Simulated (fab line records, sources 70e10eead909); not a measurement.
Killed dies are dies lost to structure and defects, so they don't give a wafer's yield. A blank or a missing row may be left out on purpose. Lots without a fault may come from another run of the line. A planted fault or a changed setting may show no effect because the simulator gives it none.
Which tool did it? | flow nand_harc | 12 lots, 36 wafers sampled, at 5 steps of a route of 1302

WHAT THE GAUGES READ, wafer by wafer
NHARC_A_BONDPAD_THK_MEAS_20: measures by xrf. Usual: thk_nm 169.8 nm, standard deviation 1.4.
lot  | measured     | on            | thk_nm (nm)       | flag
L369 | day 23 16:58 | film_metro-02 | 169.4 171.6 168.6 |
L373 | day 24 11:28 | film_metro-02 | 170.8 168.6 169.4 |
L374 | day 24 20:42 | film_metro-02 | 168.6 168.9 170.9 |
L372 | day 24 21:45 | film_metro-01 | 167.3 167.8 169.2 |
L379 | day 26 22:49 | film_metro-02 | 170.6 165.8 169.1 |
L385 | day 30 09:10 | film_metro-01 | 166.9 168.8 169.6 |
L386 | day 30 10:00 | film_metro-02 | 168.5 169.4 172.6 |
L387 | day 30 16:10 | film_metro-02 | 170.7 169.8 170.4 |
L389 | day 31 00:29 | film_metro-01 | 170.5 170.2 169.4 |
L391 | day 32 00:40 | film_metro-01 | 169.3 167.7 167.4 |
L390 | day 32 02:19 | film_metro-02 | 172.5 170.1 172.9 |
L392 | day 33 06:53 | film_metro-01 | 171.1 169.2 168.9 |

NHARC_END_SORT_01. Usual: killed_at_array 56, standard deviation 19; killed_at_other 1.0, standard deviation 1.3; killed_at_periphery 3.8, standard deviation 2.2; killed_dies 61, standard deviation 19; killed_open 3.1, standard deviation 1.9; killed_short 2.3, standard deviation 1.5.
lot  | measured     | on        | killed_at_array | killed_at_other | killed_at_periphery | killed_dies | killed_open | killed_short | flag
L379 | day 28 01:10 | prober-01 | 130 117 125     | 2 2 2           | 5 4 3               | 137 123 130 | 2 2 2       | 2 1 2        | OFF

WHICH TOOL RAN EACH LOT (tool, then ch and the chambers of the sampled wafers, then the start)
lot  | NHARC_A_CONTACT_ETCH_92            | NHARC_A_BONDPAD_CMP_19        | NHARC_THIN_TSV_DESCUM_35
L369 | rie_diel-08 ch 1,2, day 22 21:16   | cmp-01 ch 0,3, day 23 16:39   | rie_diel-13 ch 2,3, day 24 11:36
L373 | rie_diel-02 ch 1,2, day 23 16:48   | cmp-02 ch 0,1,2, day 24 11:09 | rie_diel-13 ch 0,1, day 25 06:06
L374 | rie_diel-04 ch 2,3, day 24 01:32   | cmp-01 ch 1,2,3, day 24 20:22 | rie_diel-09 ch 0,1,3, day 25 15:38
L372 | rie_diel-04 ch 0,1, day 24 01:37   | cmp-02 ch 0,3, day 24 21:26   | rie_diel-13 ch 2,3, day 25 16:44
L379 | rie_diel-08 ch 0,1,2, day 26 03:52 | cmp-02 ch 0,1,2, day 26 22:29 | rie_diel-09 ch 0,3, day 27 16:53
L385 | rie_diel-02 ch 1,2,3, day 29 14:34 | cmp-02 ch 0,3, day 30 08:50   | rie_diel-13 ch 0,3, day 31 05:01
L386 | rie_diel-04 ch 2,3, day 29 15:32   | cmp-02 ch 0,1,2, day 30 09:41 | rie_diel-11 ch 1,2, day 31 03:42
L387 | rie_diel-08 ch 1,2, day 29 22:02   | cmp-01 ch 0,1,2, day 30 15:53 | rie_diel-11 ch 0,1,3, day 31 11:16
L389 | rie_diel-02 ch 0,1, day 30 06:14   | cmp-02 ch 0,1,2, day 31 00:13 | rie_diel-11 ch 1,2, day 31 19:05
L391 | rie_diel-04 ch 1,3, day 31 05:19   | cmp-02 ch 0,1, day 32 00:20   | rie_diel-09 ch 1,3, day 32 19:07
L390 | rie_diel-04 ch 1,3, day 31 07:21   | cmp-04 ch 0,2,3, day 32 02:02 | rie_diel-13 ch 0,1,2, day 32 20:38
L392 | rie_diel-08 ch 0,3, day 32 11:25   | cmp-02 ch 0,1,2, day 33 06:35 | rie_diel-13 ch 0,1,2, day 34 02:46
- NHARC_A_CONTACT_ETCH_92: etches the open film in CH3F/O2, target depth 40 nm, time 85.7 s.
- NHARC_A_BONDPAD_CMP_19: polishes, t overpolish 30 s, cu recess touch 16 s, target thk 169.82 nm.
- NHARC_THIN_TSV_DESCUM_35: chemistry O2, time 3 s.

WHAT THE TOOLS THEMSELVES READ (means of the sampled wafers that have a number; where no wafer has one, the mark that the record gives instead)
NHARC_A_CONTACT_ETCH_92. Usual: bias_w 100.0 W, standard deviation 0.31; ch3f_flow_sccm 49.97 sccm, standard deviation 0.16; drypump_motor_current_A 5.8 A, standard deviation 0.46; oes_product_au 0.94 a.u., standard deviation 0.032; rf_vpp_V 244.6 V, standard deviation 1.7; showerhead_plenum_p_Torr 2.48 Torr, standard deviation 0.1; throttle_valve_pct 20.663 %, standard deviation 0.009.
lot  | tool        | bias_w (W) | ch3f_flow_sccm (sccm) | drypump_motor_current_A (A) | oes_product_au (a.u.) | rf_vpp_V (V) | showerhead_plenum_p_Torr (Torr) | throttle_valve_pct (%) | flag
L369 | rie_diel-08 | 100.0      | 50.00                 | 5.7                         | 0.93                  | 243.1        | 2.42                            | 20.671                 |
L373 | rie_diel-02 | 100.0      | 50.11                 | 5.2                         | 0.93                  | 244.2        | 2.44                            | 20.664                 |
L374 | rie_diel-04 | 99.9       | 49.84                 | 6.2                         | 0.93                  | 246.0        | 2.60                            | 20.660                 |
L372 | rie_diel-04 | 99.9       | 50.02                 | 5.5                         | 0.93                  | 244.7        | 2.47                            | 20.649                 |
L379 | rie_diel-08 | 100.0      | 49.76                 | 5.9                         | 0.93                  | 245.3        | 2.50                            | 20.659                 |
L385 | rie_diel-02 | 99.9       | 50.08                 | 5.4                         | 0.92                  | 243.9        | 2.45                            | 20.662                 |
L386 | rie_diel-04 | 100.3      | 49.89                 | 6.1                         | 0.92                  | 245.6        | 2.58                            | 20.663                 |
L387 | rie_diel-08 | 100.1      | 49.94                 | 5.7                         | 1.00                  | 243.2        | 2.41                            | 20.673                 |
L389 | rie_diel-02 | 99.4       | 50.04                 | 5.6                         | 0.91                  | 244.2        | 2.45                            | 20.664                 |
L391 | rie_diel-04 | 100.0      | 49.87                 | 6.1                         | 1.00                  | 245.5        | 2.58                            | 20.663                 |
L390 | rie_diel-04 | 99.7       | 49.97                 | 6.0                         | 0.92                  | 246.0        | 2.59                            | 20.665                 |
L392 | rie_diel-08 | 99.7       | 50.09                 | 6.0                         | 0.93                  | 244.4        | 2.41                            | 20.665                 |

NHARC_A_BONDPAD_CMP_19. Usual: motor_current_A 11.9 A, standard deviation 1.2; overpolish_run_s 29.998 s, standard deviation 0.0087.
lot  | tool   | motor_current_A (A) | overpolish_run_s (s) | flag
L369 | cmp-01 | 11.4                | 29.978               |
L373 | cmp-02 | 12.4                | 29.994               |
L374 | cmp-01 | 12.0                | 30.007               |
L372 | cmp-02 | 11.1                | 29.994               |
L379 | cmp-02 | 12.7                | 29.995               |
L385 | cmp-02 | 11.7                | 30.000               |
L386 | cmp-02 | 12.6                | 30.000               |
L387 | cmp-01 | 12.5                | 29.995               |
L389 | cmp-02 | 12.2                | 30.000               |
L391 | cmp-02 | 12.3                | 30.002               |
L390 | cmp-04 | 12.0                | 30.003               |
L392 | cmp-02 | 12.4                | 30.005               |

NHARC_THIN_TSV_DESCUM_35. Usual: drypump_motor_current_A 5.7 A, standard deviation 0.45; oes_product_au 1.000 a.u., standard deviation 0.01; rf_vpp_V 57.8 V, standard deviation 0.88; showerhead_plenum_p_Torr 1.91 Torr, standard deviation 0.087; throttle_valve_pct 11.312 %, standard deviation 0.0088.
lot  | tool        | drypump_motor_current_A (A) | oes_product_au (a.u.) | rf_vpp_V (V) | showerhead_plenum_p_Torr (Torr) | throttle_valve_pct (%) | flag
L369 | rie_diel-13 | 5.9                         | 0.988                 | 56.9         | 1.84                            | 11.311                 |
L373 | rie_diel-13 | 6.3                         | 1.002                 | 57.1         | 2.00                            | 11.316                 |
L374 | rie_diel-09 | 5.2                         | 1.004                 | 57.1         | 1.86                            | 11.312                 |
L372 | rie_diel-13 | 5.8                         | 0.995                 | 57.7         | 1.91                            | 11.309                 |
L379 | rie_diel-09 | 5.3                         | 0.993                 | 57.1         | 1.80                            | 11.312                 |
L385 | rie_diel-13 | 6.2                         | 1.001                 | 58.8         | 2.00                            | 11.314                 |
L386 | rie_diel-11 | 6.3                         | 1.010                 | 58.6         | 1.98                            | 11.319                 |
L387 | rie_diel-11 | 5.7                         | 0.994                 | 57.9         | 1.94                            | 11.316                 |
L389 | rie_diel-11 | 6.2                         | 1.013                 | 57.3         | 1.92                            | 11.320                 |
L391 | rie_diel-09 | 5.3                         | 1.003                 | 57.3         | 1.91                            | 11.317                 |
L390 | rie_diel-13 | 6.2                         | 1.000                 | 58.5         | 1.92                            | 11.304                 |
L392 | rie_diel-13 | 6.1                         | 0.999                 | 58.3         | 1.92                            | 11.309                 |

THE ANSWER, worked out from the rows above alone
Rule: a lot is off if the mean of its wafers that have a number lies more than 3 standard deviations from the usual mean. A lot without any number at a reading at which 4 lots or more have one is off too. The other lots that the step has rows for count as sound. The gauges are gone through in route order, then the tools' own readings, and for those a lot's mean is taken as printed above. The first step at which some lot is off is used, and at that step the reading that is off furthest; a lot without a number counts as furthest.
Off: L379, at NHARC_END_SORT_01 (killed_dies). Neither off nor sound, because the step has no rows for them: L369, L373, L374, L372, L385, L386, L387, L389, L391, L390, L392.
A tool fits if, at a process step before that reading, it ran every lot that is off, and no sound lot after the first of them. The gauges at NHARC_END_SORT_01 are tried like those tools. Can't be told from this: 4 tools fit, rie_diel-08 at NHARC_A_CONTACT_ETCH_92, cmp-02 at NHARC_A_BONDPAD_CMP_19, rie_diel-09 at NHARC_THIN_TSV_DESCUM_35, prober-01 at NHARC_END_SORT_01.

WHAT THE SIMULATOR HAD PUT IN
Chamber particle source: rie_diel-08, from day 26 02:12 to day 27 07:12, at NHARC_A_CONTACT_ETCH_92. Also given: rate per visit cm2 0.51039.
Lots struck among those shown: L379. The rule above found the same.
